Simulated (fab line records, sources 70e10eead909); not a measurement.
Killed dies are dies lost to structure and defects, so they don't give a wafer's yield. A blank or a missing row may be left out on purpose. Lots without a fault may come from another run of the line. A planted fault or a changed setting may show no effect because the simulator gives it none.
fab line records | flow nand_harc
record lots=24 wafers=72 last_day=24
route steps=1159 shown P_START@1 P_CONTACT@233 P_M0@263
lots that met no fault: from a run of the same line without faults
start_h: hours from the record's first day to the start of the lot's first wafer shown | wait_h: hours since the lot's step before | " the same as in the row above | L1.1+2: a row that stands for several wafers | - no value, or no start given | * or withheld: withheld | < > ~ a bound
route shown NAME@n: a module of which the file shows steps, and the number in the route of the first | usual: mean/standard deviation of fault-free wafers | same: alike in all rows | chamber/n: place in a boat | sites: the reading at each site | _std_site: their standard deviation | _edge_site: outer sites' mean less inner sites' | radius_mm: how far each site lies from the wafer's centre | mask NAME#n: copy n | behind: the tool/chamber that last shaped the wafer | hold: why the lot was held/for how many hours/how that ended | device: the transistor (n, p or np) that didn't switch | end of line: the same wafers' tests at the end of the route | a step without rows: its recipe alone | killed: dies lost to structure and defects at the first sort, not the wafer's yield | map: a wafer's dies, x killed, . not, _ none there
set.NAME: the setting as run; set.NAME@STEP: as run at that earlier step | model.NAME: the simulator's own value behind a step, which no gauge read
steps of the route over a sample of lots; a table a step, a row a wafer
services: from which hour (start_h, from the record's first day; less than 0 if before it) a tool's chamber was out of use, for how many hours, and why
## steps
# step NHARC_P_START_INSPECT_01
# usual raw_defect_count=3.7/1.9
# columns lot.wafer tool chamber start_h wait_h raw_defect_count
L074.1 defect_inspect-02 - 12.03 - 2
L074.3 " - " " 2
L074.5 " - " " 5
L075.1 defect_inspect-01 - 18.03 - 2
L075.2 " - " " 5
L075.3 " - " " 7
L076.2 defect_inspect-01 - 24.04 - 5
L076.3 " - " " 2
L076.6 " - " " 4
L077.1 defect_inspect-01 - 30.04 - 3
L077.2 " - " " 5
L077.3 " - " " 8
L078.1 defect_inspect-01 - 36.04 - 6
L078.4 " - " " 3
L078.6 " - " " 3
L079.3 defect_inspect-02 - 42.04 - 3
L079.4 " - " " 0
L079.6 " - " " 6
L080.1 defect_inspect-01 - 48.04 - 4
L080.4 " - " " 4
L080.5 " - " " 4
L081.1 defect_inspect-02 - 54.04 - 5
L081.2 " - " " 6
L081.4 " - " " 5
L082.2 defect_inspect-02 - 60.04 - 3
L082.5 " - " " 2
L082.6 " - " " 3
L083.4 defect_inspect-01 - 66.05 - 5
L083.5 " - " " 5
L083.6 " - " " 3
L084.3 defect_inspect-02 - 72.04 - 1
L084.4 " - " " 2
L084.5 " - " " 3
L085.2 defect_inspect-02 - 78.04 - 3
L085.3 " - " " 4
L085.6 " - " " 3
L086.2 defect_inspect-02 - 84.04 - 4
L086.3 " - " " 3
L086.5 " - " " 7
L087.1 defect_inspect-02 - 90.04 - 5
L087.5 " - " " 4
L087.6 " - " " 2
L088.1 defect_inspect-02 - 96.04 - 6
L088.2 " - " " 4
L088.4 " - " " 2
L089.1 defect_inspect-02 - 102.03 - 0
L089.3 " - " " 2
L089.4 " - " " 1
L090.4 defect_inspect-01 - 108.05 - 7
L090.5 " - " " 3
L090.6 " - " " 7
L091.2 defect_inspect-02 - 114.04 - 3
L091.4 " - " " 0
L091.5 " - " " 4
L092.4 defect_inspect-01 - 120.04 - 5
L092.5 " - " " 5
L092.6 " - " " 3
L093.1 defect_inspect-02 - 126.04 - 2
L093.2 " - " " 9
L093.3 " - " " 1
L094.1 defect_inspect-02 - 132.04 - 5
L094.2 " - " " 8
L094.3 " - " " 5
L095.3 defect_inspect-01 - 138.04 - 3
L095.4 " - " " 4
L095.6 " - " " 4
L096.1 defect_inspect-01 - 144.04 - 3
L096.4 " - " " 6
L096.6 " - " " 3
L097.1 defect_inspect-02 - 150.03 - 5
L097.4 " - " " 1
L097.5 " - " " 2
# step NHARC_P_CONTACT_OVL_MEAS_13
# usual overlay_x_nm=0.1/0.82 overlay_y_nm=-0.1/0.8
# columns lot.wafer tool chamber start_h wait_h overlay_x_nm overlay_y_nm
L074.1 overlay-02 - 101.82 - -0.4 0.1
L074.3 " - " " -0.5 -0.2
L074.5 " - " " -0.4 -0.5
L075.1 overlay-02 - 114.10 - 0.2 -0.6
L075.2 " - " " 1.1 -0.3
L075.3 " - " " 0.9 -0.3
L078.1 overlay-02 - 126.97 - 1.1 0.2
L078.4 " - " " 1.0 0.5
L078.6 " - " " 1.9 -0.1
L076.2 overlay-01 - 127.58 - 1.5 0.5
L076.3 " - " " 0.9 0.4
L076.6 " - " " 0.9 0.3
L077.1 overlay-01 - 127.87 - -0.1 -1.3
L077.2 " - " " 0.1 -0.7
L077.3 " - " " 0.2 -0.7
L080.1 overlay-02 - 141.06 - 0.5 -0.7
L080.4 " - " " 0.7 -0.4
L080.5 " - " " 0.3 -0.2
L079.3 overlay-01 - 144.09 - -0.2 0.5
L079.4 " - " " -0.3 0.6
L079.6 " - " " -0.4 0.4
L082.2 overlay-02 - 152.61 - -0.3 0.1
L082.5 " - " " -0.4 0.6
L082.6 " - " " -0.3 0.8
L081.1 overlay-01 - 154.82 - 0.0 0.9
L081.2 " - " " 0.1 0.8
L081.4 " - " " -0.1 -0.8
L085.2 overlay-02 - 170.87 - 0.2 0.3
L085.3 " - " " 0.0 0.3
L085.6 " - " " 0.0 1.0
L083.4 overlay-01 - 172.27 - -1.7 0.9
L083.5 " - " " -1.5 0.8
L083.6 " - " " -1.2 0.5
L084.3 overlay-02 - 175.37 - -1.8 0.2
L084.4 " - " " -1.7 -0.2
L084.5 " - " " -1.2 -0.8
L087.1 overlay-01 - 184.92 - -0.6 -0.1
L087.5 " - " " -0.3 0.3
L087.6 " - " " -0.4 0.4
L086.2 overlay-02 - 185.50 - 0.8 0.7
L086.3 " - " " 1.1 0.5
L086.5 " - " " 0.8 0.4
L089.1 overlay-01 - 192.24 - -0.5 2.1
L089.3 " - " " -0.5 1.9
L089.4 " - " " -1.2 1.8
L088.1 overlay-02 - 195.93 - -0.5 -1.2
L088.2 " - " " -0.3 -1.5
L088.4 " - " " 0.3 -1.3
L090.4 overlay-01 - 207.51 - 0.0 -0.4
L090.5 " - " " -0.1 -1.0
L090.6 " - " " -0.2 -0.9
L091.2 overlay-01 - 207.97 - 0.6 -0.5
L091.4 " - " " 0.2 -0.1
L091.5 " - " " 0.3 -0.5
L092.4 overlay-01 - 219.23 - -0.1 -0.7
L092.5 " - " " 0.2 -0.5
L092.6 " - " " 0.1 -0.1
L093.1 overlay-01 - 224.37 - 0.1 -2.0
L093.2 " - " " 0.4 -1.7
L093.3 " - " " 0.6 -2.0
L094.1 overlay-01 - 232.49 - -0.9 -0.8
L094.2 " - " " -1.2 -1.2
L094.3 " - " " -0.7 -0.7
L096.1 overlay-01 - 238.53 - 1.8 0.1
L096.4 " - " " 1.6 0.2
L096.6 " - " " 1.5 -0.2
L095.3 overlay-02 - 239.84 - 1.0 -0.1
L095.4 " - " " 1.8 0.0
L095.6 " - " " 1.4 0.7
L097.1 overlay-02 - 242.64 - 0.6 -0.8
L097.4 " - " " 0.7 -0.2
L097.5 " - " " 1.1 -0.5
# step NHARC_P_CONTACT_INSPECT_14
# usual raw_defect_count=3.7/2.2
# columns lot.wafer tool chamber start_h wait_h raw_defect_count
L074.1 defect_inspect-01 - 101.86 0.0 4
L074.3 " - " " 0
L074.5 " - " " 3
L075.1 defect_inspect-01 - 114.14 0.0 2
L075.2 " - " " 7
L075.3 " - " " 4
L078.1 defect_inspect-02 - 127.00 0.0 5
L078.4 " - " " 3
L078.6 " - " " 5
L076.2 defect_inspect-01 - 127.61 0.0 2
L076.3 " - " " 3
L076.6 " - " " 5
L077.1 defect_inspect-01 - 127.91 0.0 3
L077.2 " - " " 0
L077.3 " - " " 2
L080.1 defect_inspect-02 - 141.10 0.0 4
L080.4 " - " " 0
L080.5 " - " " 3
L079.3 defect_inspect-01 - 144.13 0.0 1
L079.4 " - " " 3
L079.6 " - " " 1
L082.2 defect_inspect-02 - 152.64 0.0 2
L082.5 " - " " 4
L082.6 " - " " 3
L081.1 defect_inspect-02 - 154.85 0.0 2
L081.2 " - " " 3
L081.4 " - " " 7
L085.2 defect_inspect-01 - 170.91 0.0 2
L085.3 " - " " 6
L085.6 " - " " 5
L083.4 defect_inspect-02 - 172.31 0.0 2
L083.5 " - " " 6
L083.6 " - " " 3
L084.3 defect_inspect-01 - 175.41 0.0 4
L084.4 " - " " 1
L084.5 " - " " 3
L087.1 defect_inspect-01 - 184.95 0.0 5
L087.5 " - " " 4
L087.6 " - " " 5
L086.2 defect_inspect-01 - 185.54 0.0 5
L086.3 " - " " 1
L086.5 " - " " 0
L089.1 defect_inspect-02 - 192.27 0.0 4
L089.3 " - " " 5
L089.4 " - " " 4
L088.1 defect_inspect-02 - 195.98 0.1 4
L088.2 " - " " 3
L088.4 " - " " 3
L090.4 defect_inspect-02 - 207.54 0.0 4
L090.5 " - " " 8
L090.6 " - " " 6
L091.2 defect_inspect-02 - 208.01 0.0 4
L091.4 " - " " 3
L091.5 " - " " 4
L092.4 defect_inspect-01 - 219.26 0.0 8
L092.5 " - " " 4
L092.6 " - " " 4
L093.1 defect_inspect-02 - 224.41 0.0 2
L093.2 " - " " 5
L093.3 " - " " 3
L094.1 defect_inspect-02 - 232.52 0.0 4
L094.2 " - " " 7
L094.3 " - " " 13
L096.1 defect_inspect-01 - 238.59 0.1 3
L096.4 " - " " 4
L096.6 " - " " 3
L095.3 defect_inspect-02 - 239.87 0.0 4
L095.4 " - " " 1
L095.6 " - " " 2
L097.1 defect_inspect-01 - 242.68 0.0 1
L097.4 " - " " 7
L097.5 " - " " 5
# step NHARC_P_CONTACT_ETCH_36
# recipe target_depth_a=2600 over_etch_frac=0.25 time_s=406.25 ion_energy_ev=200 n2_flow_sccm=150 h2_flow_sccm=150 ar_flow_sccm=0 rf_w=400 bias_w=150 chemistry=N2/H2
# usual drypump_motor_current_A=5.8/0.33 h2_flow_sccm=150.0/0.41 oes_product_au=1.001/0.016 rf_vpp_V=429.7/1.7 showerhead_plenum_p_Torr=2.01/0.057 throttle_valve_pct=14.171/0.0093
# columns lot.wafer tool chamber start_h wait_h drypump_motor_current_A h2_flow_sccm oes_product_au rf_hours_counter_h rf_vpp_V showerhead_plenum_p_Torr throttle_valve_pct
L074.1 rie_diel-06 1 - - 5.9 150.6 1.002 3 433.3 2.11 14.172
L074.3 " 2 " " 5.8 150.0 1.012 3 430.2 2.02 14.160
L074.5 " 0 " " 4.8 149.9 1.007 - 433.0 2.10 14.181
L075.3 rie_diel-09 0 - - 5.8 150.0 1.008 4 429.5 1.95 14.156
L075.1 " 2 " " 6.1 149.6 1.003 4 429.0 2.00 14.176
L075.2 " 3 " " 5.9 150.3 0.976 4 429.2 2.01 14.157
L078.4 rie_diel-06 0 - - 4.8 150.3 0.991 6 431.6 2.10 14.177
L078.1 " 2 " " 5.8 150.1 1.004 5 430.6 2.02 14.184
L078.6 " 1 " " 5.9 149.8 0.992 - 430.6 2.11 14.163
L076.2 rie_diel-09 2 - - 6.1 150.5 0.999 5 428.6 2.00 14.176
L076.3 " 3 " " 5.9 149.7 0.993 5 429.9 2.01 14.171
L076.6 " 1 " " 5.5 150.1 1.011 - 430.2 2.02 14.174
L077.2 rie_diel-06 0 - - 4.8 149.6 0.993 6 431.8 2.10 14.174
L077.1 " 1 " " 5.9 149.7 1.006 6 432.8 2.11 14.175
L077.3 " 3 " " 5.9 150.0 0.994 5 427.9 1.92 14.170
L080.1 rie_diel-06 2 - - 5.8 149.8 1.011 6 429.5 2.02 14.160
L080.4 " 2 " " 5.8 149.9 1.011 - 431.7 2.02 14.158
L080.5 " 3 " " 5.9 149.5 0.996 - 426.9 1.92 14.165
L079.3 rie_diel-06 2 - - 5.8 149.9 1.014 7 430.0 2.02 14.170
L079.4 " 2 " " 5.8 149.8 1.008 - 430.2 2.02 14.170
L079.6 " 1 " " 6.0 150.2 1.000 - 432.5 2.11 14.170
L082.2 rie_diel-09 0 - - 5.8 150.3 1.011 7 428.0 1.95 14.153
L082.5 " 2 " " 6.1 150.5 0.991 - 428.5 2.00 14.188
L082.6 " 3 " " 5.9 149.7 0.969 - 430.4 2.01 14.142
L081.2 rie_diel-06 1 - - 5.9 149.5 1.009 9 433.5 2.11 14.173
L081.1 " 2 " " 5.8 150.0 1.025 8 430.1 2.02 14.173
L081.4 " 1 " " 5.9 149.4 1.011 - 433.2 2.11 14.178
L085.3 rie_diel-09 0 - - 5.7 150.0 0.997 9 427.3 1.95 14.170
L085.2 " 2 " " 6.2 149.8 0.996 9 428.4 2.00 14.185
L085.6 " 0 " " 5.8 149.4 0.996 - 428.0 1.95 14.180
L083.4 rie_diel-09 2 - - 6.1 150.4 0.998 10 430.2 2.00 14.180
L083.5 " 1 " " 5.5 150.4 1.016 - 429.6 2.02 14.170
L083.6 " 2 " " 6.1 150.1 0.996 - 429.9 2.00 14.188
L084.4 rie_diel-09 1 - - 5.6 150.2 1.006 10 429.5 2.02 14.170
L084.3 " 2 " " 6.1 150.3 1.005 10 429.7 2.00 14.171
L084.5 " 1 " " 5.6 149.9 1.015 - 430.5 2.02 14.162
L087.1 rie_diel-06 3 - - 5.8 149.6 0.995 10 427.8 1.92 14.167
L087.6 " 2 " " 5.8 149.7 1.033 - 430.8 2.02 14.168
L087.5 " 3 " " 5.9 150.1 0.993 - 426.0 1.92 14.180
L086.2 rie_diel-09 3 - - 5.9 150.4 0.967 11 429.5 2.01 14.172
L086.3 " 0 " " 5.8 150.2 1.003 11 430.3 1.95 14.179
L086.5 " 2 " " 6.1 150.7 1.005 - 429.5 2.00 14.167
L089.4 rie_diel-06 1 - - 5.9 150.7 0.994 12 433.2 2.11 14.180
L089.1 " 2 " " 5.8 150.7 1.040 12 429.8 2.02 14.164
L089.3 " 3 " " 5.9 149.7 1.001 11 428.0 1.92 14.183
L088.2 rie_diel-09 3 - - 5.9 149.0 0.969 12 430.9 2.01 14.185
L088.1 " 0 " " 5.8 150.1 1.005 13 428.9 1.95 14.168
L088.4 " 1 " " 5.6 150.0 1.016 12 428.4 2.02 14.164
L090.4 rie_diel-06 1 - - 6.0 149.9 0.997 14 430.6 2.10 14.181
L090.6 " 3 " " 5.9 150.3 0.990 - 427.5 1.92 14.172
L090.5 " 0 " " 4.8 150.3 0.998 - 431.5 2.10 14.170
L091.4 rie_diel-09 2 - - 6.1 149.9 0.997 14 429.1 2.00 14.177
L091.2 " 0 " " 5.8 149.5 1.020 14 429.4 1.95 14.169
L091.5 " 3 " " 5.9 150.9 0.970 - 428.8 2.01 14.170
L092.4 rie_diel-09 2 - - 6.1 149.9 0.996 15 429.0 2.00 14.162
L092.5 " 0 " " 5.8 150.2 1.017 - 428.4 1.95 14.160
L092.6 " 1 " " 5.6 149.9 1.011 - 429.7 2.02 14.193
L093.2 rie_diel-09 0 - - 5.8 150.3 1.008 16 427.4 1.95 14.173
L093.3 " 1 " " 5.6 150.1 1.013 16 431.1 2.01 14.172
L093.1 " 2 " " 6.1 150.6 0.987 16 428.0 2.00 14.184
L094.2 rie_diel-06 2 - - 5.8 150.5 1.039 15 429.8 2.02 14.178
L094.3 " 3 " " 5.9 150.2 1.005 15 427.5 1.92 14.174
L094.1 " 1 " " 5.9 150.3 1.007 16 430.8 2.10 14.157
L096.4 rie_diel-09 1 - - 5.6 150.1 0.997 17 430.1 2.01 14.163
L096.1 " 0 " " 5.8 150.2 1.005 17 427.3 1.95 14.181
L096.6 " 2 " " 6.2 149.3 0.987 - 430.6 2.00 14.168
L095.4 rie_diel-09 1 - - 5.6 149.9 1.008 17 429.0 2.01 14.164
L095.3 " 0 " " 5.8 149.7 1.006 17 427.3 1.95 14.172
L095.6 " 2 " " 6.1 149.9 0.990 - 429.7 2.00 14.174
L097.4 rie_diel-09 3 - - 5.9 150.0 0.962 17 429.5 2.01 14.165
L097.1 " 1 " " 5.6 150.1 0.996 18 430.4 2.01 14.155
L097.5 " 0 " " 5.8 149.4 1.010 - 429.5 1.94 14.172
# step NHARC_P_CONTACT_DEGAS_38
# recipe temp_c=300 time_s=60
# usual heater_power_w=485/51
# columns lot.wafer tool chamber start_h wait_h heater_power_w
L074.1 pvd_sputter-03 - 103.63 - 533
L074.3 " - " " 464
L074.5 " - " " 495
L075.1 pvd_sputter-02 - 115.80 - 502
L075.2 " - " " 438
L075.3 " - " " 454
L078.1 pvd_sputter-01 - 128.70 - 596
L078.4 " - " " 457
L078.6 " - " " 511
L076.2 pvd_sputter-02 - 129.26 - 418
L076.3 " - " " 449
L076.6 " - " " 435
L077.1 pvd_sputter-03 - 129.59 - 460
L077.2 " - " " 533
L077.3 " - " " 489
L080.4 pvd_sputter-02 - 143.01 - 423
L080.1 " - " " 463
L080.5 " - " " 434
L079.3 pvd_sputter-01 - 146.21 - 384
L079.4 " - " " 461
L079.6 " - " " 398
L082.2 pvd_sputter-01 - 154.31 - 600
L082.6 " - " " 603
L082.5 " - " " 393
L081.1 pvd_sputter-02 - 156.68 - 508
L081.4 " - " " 438
L081.2 " - " " 493
L085.3 pvd_sputter-03 - 172.55 - 550
L085.2 " - " " 492
L085.6 " - " " 495
L083.4 pvd_sputter-02 - 173.98 - 449
L083.5 " - " " 487
L083.6 " - " " 432
L084.4 pvd_sputter-03 - 177.07 - 481
L084.3 " - " " 521
L084.5 " - " " 441
L087.1 pvd_sputter-03 - 186.60 - 442
L087.6 " - " " 445
L087.5 " - " " 490
L086.3 pvd_sputter-02 - 187.40 - 456
L086.2 " - " " 495
L086.5 " - " " 505
L089.3 pvd_sputter-01 - 193.93 - 605
L089.4 " - " " 420
L089.1 " - " " 451
L088.2 pvd_sputter-03 - 197.64 - 441
L088.4 " - " " 486
L088.1 " - " " 549
L090.4 pvd_sputter-03 - 209.20 - 494
L090.6 " - " " 483
L090.5 " - " " 554
L091.4 pvd_sputter-01 - 210.12 - 523
L091.2 " - " " 598
L091.5 " - " " 513
L092.4 pvd_sputter-01 - 221.14 - 457
L092.5 " - " " 452
L092.6 " - " " 516
L093.3 pvd_sputter-02 - 226.05 - 411
L093.2 " - " " 454
L093.1 " - " " 448
L094.2 pvd_sputter-02 - 234.19 - 452
L094.1 " - " " 401
L094.3 " - " " 502
L096.4 pvd_sputter-03 - 240.27 - 483
L096.1 " - " " 551
L096.6 " - " " 495
L095.3 pvd_sputter-01 - 241.52 - 457
L095.4 " - " " 413
L095.6 " - " " 453
L097.1 pvd_sputter-03 - 244.36 - 558
L097.4 " - " " 500
L097.5 " - " " 448
# step NHARC_P_M0_CD_MEAS_09
# recipe target_cd_nm=90 landing_energy_ev=500
# usual cd_nm=90.2/0.71
# columns lot.wafer tool chamber start_h wait_h cd_nm
L074.1 cd_sem-01 0 106.07 - 90.7
L074.3 " 0 " " 91.0
L074.5 " 0 " " 89.6
L075.1 cd_sem-02 0 125.55 - 90.5
L075.2 " 0 " " 91.1
L075.3 " 0 " " 91.1
L078.1 cd_sem-02 0 138.99 - 89.8
L078.4 " 0 " " 88.8
L078.6 " 0 " " 88.9
L076.2 cd_sem-03 0 139.57 - 89.4
L076.3 " 0 " " 90.4
L076.6 " 0 " " 88.4
L077.1 cd_sem-01 0 139.73 - 89.8
L077.2 " 0 " " 90.1
L077.3 " 0 " " 91.4
L080.1 cd_sem-01 0 148.67 - 90.9
L080.4 " 0 " " 91.0
L080.5 " 0 " " 90.3
L079.3 cd_sem-02 0 149.19 - 90.4
L079.4 " 0 " " 91.8
L079.6 " 0 " " 91.3
L082.2 cd_sem-03 0 158.52 - 90.7
L082.5 " 0 " " 90.4
L082.6 " 0 " " 90.9
L081.1 cd_sem-02 0 162.05 - 90.3
L081.2 " 0 " " 91.0
L081.4 " 0 " " 90.5
L085.2 cd_sem-03 0 176.74 - 89.6
L085.3 " 0 " " 90.0
L085.6 " 0 " " 90.6
L083.4 cd_sem-03 0 177.41 - 89.3
L083.5 " 0 " " 91.0
L083.6 " 0 " " 89.0
L084.3 cd_sem-01 0 179.36 - 89.6
L084.4 " 0 " " 91.0
L084.5 " 0 " " 90.2
L087.1 cd_sem-03 0 188.87 - 89.4
L087.5 " 0 " " 91.2
L087.6 " 0 " " 89.5
L086.2 cd_sem-01 0 189.71 - 90.1
L086.3 " 0 " " 90.0
L086.5 " 0 " " 89.8
L089.1 cd_sem-03 0 200.14 - 89.3
L089.3 " 0 " " 89.8
L089.4 " 0 " " 90.7
L088.1 cd_sem-01 0 200.51 - 90.4
L088.2 " 0 " " 91.7
L088.4 " 0 " " 90.7
L090.4 cd_sem-03 0 218.99 - 89.6
L090.5 " 0 " " 89.5
L090.6 " 0 " " 90.0
L091.2 cd_sem-03 0 219.13 - 91.7
L091.4 " 0 " " 90.5
L091.5 " 0 " " 90.0
L092.4 cd_sem-01 0 226.26 - 90.3
L092.5 " 0 " " 91.0
L092.6 " 0 " " 90.3
L093.1 cd_sem-01 0 230.59 - 90.2
L093.2 " 0 " " 91.2
L093.3 " 0 " " 91.4
L094.1 cd_sem-02 0 236.60 - 90.1
L094.2 " 0 " " 89.0
L094.3 " 0 " " 90.1
L096.1 cd_sem-01 0 249.30 - 90.1
L096.4 " 0 " " 89.5
L096.6 " 0 " " 90.8
L095.3 cd_sem-02 0 250.56 - 89.5
L095.4 " 0 " " 90.4
L095.6 " 0 " " 90.0
L097.1 cd_sem-03 0 250.71 - 89.3
L097.4 " 0 " " 90.1
L097.5 " 0 " " 90.6
## services
# columns tool chamber start_h hours kind
rie_diel-06 3 81.51 7.7 repair
rie_diel-09 0 86.10 - clean
rie_diel-09 1 86.10 - clean
rie_diel-09 2 86.10 - clean
rie_diel-09 3 86.10 - clean
rie_diel-09 0 110.60 - clean
rie_diel-09 1 110.60 - clean
rie_diel-09 2 110.60 - clean
rie_diel-09 3 110.60 - clean
rie_diel-09 2 134.47 9.3 repair
rie_diel-09 0 135.10 - clean
rie_diel-09 1 135.10 - clean
rie_diel-09 3 135.10 - clean
rie_diel-06 0 139.56 16.0 repair
pvd_sputter-03 - 153.96 10.0 pm
rie_diel-09 0 159.60 - clean
rie_diel-09 1 162.67 6.9 repair
pvd_sputter-01 - 172.68 3.9 repair
pvd_sputter-01 - 176.60 10.0 pm
pvd_sputter-03 - 179.79 0.5 repair
pvd_sputter-01 - 199.13 3.9 repair
pvd_sputter-02 - 214.00 10.0 pm
pvd_sputter-03 - 216.07 5.1 repair
rie_diel-06 - 241.20 9.0 pm
## key
fault none
